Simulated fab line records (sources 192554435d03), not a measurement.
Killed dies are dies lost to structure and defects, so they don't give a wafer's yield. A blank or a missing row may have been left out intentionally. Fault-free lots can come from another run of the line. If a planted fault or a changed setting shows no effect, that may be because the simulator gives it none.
3 desks, one fault / flow n5Finfet / numbers are kept per desk, each desk with only its own; the story behind them comes last

## THE DEFECT DESK
Counts from the inspections along the route, per lot, as means over the sampled wafers that have a number. A lot is out of limits, marked OUT, if its mean lies more than 4 standard deviations from the usual mean; the brackets give that distance.
Columns: A = rawDefectCount at N5_FIN_SAQP_INSPECT_18, usual 448
lot=L674; first seen here=day 2 05:42; A=545
lot=L678; first seen here=day 3 03:29; A=426
lot=L680; first seen here=day 3 15:59; A=535
lot=L681; first seen here=day 3 22:45; A=709
lot=L682; first seen here=day 4 04:11; A=487
lot=L683; first seen here=day 4 12:02; A=537
lot=L685; first seen here=day 5 00:29; A=386
lot=L692; first seen here=day 6 21:38; A=486
lot=L696; first seen here=day 7 15:44; A=447
This desk's verdict: no lot among the 9 shows anything out of limits.

## THE METROLOGY DESK
Means of the sampled wafers that have a number, per lot and without regard to the tool the lot ran on: this is what the gauges read. A lot is out of limits, marked OUT, if its mean lies more than 4 standard deviations from the usual mean; the brackets give that distance. Readings shown: 7 of its 10, picked as those furthest out on some lot.
Columns: A = DIBL_N at N5_BEOL_M4_RC_MEAS_101, usual 36.2 mV/V; B = IOFF_N at N5_BEOL_M4_RC_MEAS_101, usual 0.16 nA/um; C = IOFF_P at N5_BEOL_M4_RC_MEAS_101, usual 0.21 nA/um; D = ION_N at N5_BEOL_M4_RC_MEAS_101, usual 675 uA/um; E = SS_P at N5_BEOL_M4_RC_MEAS_101, usual 73.4 mV/dec; F = VT_N at N5_BEOL_M4_RC_MEAS_101, usual 249 mV; G = VT_P at N5_BEOL_M4_RC_MEAS_101, usual -252 mV
lot=L674; first seen here=day 8 01:22; A=35.7; B=0.15; C=0.21; D=673; E=73.3; F=251; G=-248
lot=L678; first seen here=day 9 02:31; A=35.9; B=0.15; C=0.19; D=675; E=73.7; F=250; G=-250
lot=L681; first seen here=day 9 11:06; A=38.8; B=0.25; C=0.29; D=698; E=74.4; F=242; G=-246
lot=L680; first seen here=day 9 11:34; A=36.1; B=0.16; C=0.20; D=670; E=73.2; F=248; G=-253
lot=L682; first seen here=day 9 16:11; A=34.7; B=0.14; C=0.17; D=677; E=73.2; F=250; G=-252
lot=L683; first seen here=day 10 10:41; A=36.9; B=0.17; C=0.22; D=680; E=73.7; F=248; G=-253
lot=L685; first seen here=day 11 02:02; A=35.0; B=0.14; C=0.17; D=672; E=73.3; F=251; G=-254
lot=L692; first seen here=day 12 18:07; A=35.4; B=0.16; C=0.21; D=678; E=73.1; F=248; G=-251
lot=L696; first seen here=day 13 08:45; A=36.6; B=0.15; C=0.21; D=677; E=73.0; F=251; G=-250
This desk's verdict: no lot among the 9 shows anything out of limits.

## THE TOOL OWNER'S DESK: aldSin-04
The tool's own readings at N5_FIN_SAQP_ALD_61 (deposits SiO2, target thk 4 nm, pulse time 1 s, purge time 2 s): means of the sampled wafers that have a number, for each lot that ran on this tool. A lot is out of limits, marked OUT, if its mean lies more than 4 standard deviations from the usual mean; the brackets give that distance.
Columns: A = heaterPowerW at N5_FIN_SAQP_ALD_61, usual 482 W; B = precursorPulseHeightRel at N5_FIN_SAQP_ALD_61, usual 1.001
lot=L678; first seen here=day 3 02:13; A=460; B=0.992
lot=L680; first seen here=day 3 14:37; A=507; B=1.008
lot=L682; first seen here=day 4 02:50; A=463; B=1.000
lot=L683; first seen here=day 4 10:47; A=471; B=1.034
This desk's verdict: no lot among the 4 shows anything out of limits.

## ALL TOGETHER
No out-of-limits result turned up at the defect desk.
From the metrology desk's view, nothing was out of limits.
The tool owner's desk saw nothing out of limits.

## WHAT WAS PUT IN BY THE SIMULATOR
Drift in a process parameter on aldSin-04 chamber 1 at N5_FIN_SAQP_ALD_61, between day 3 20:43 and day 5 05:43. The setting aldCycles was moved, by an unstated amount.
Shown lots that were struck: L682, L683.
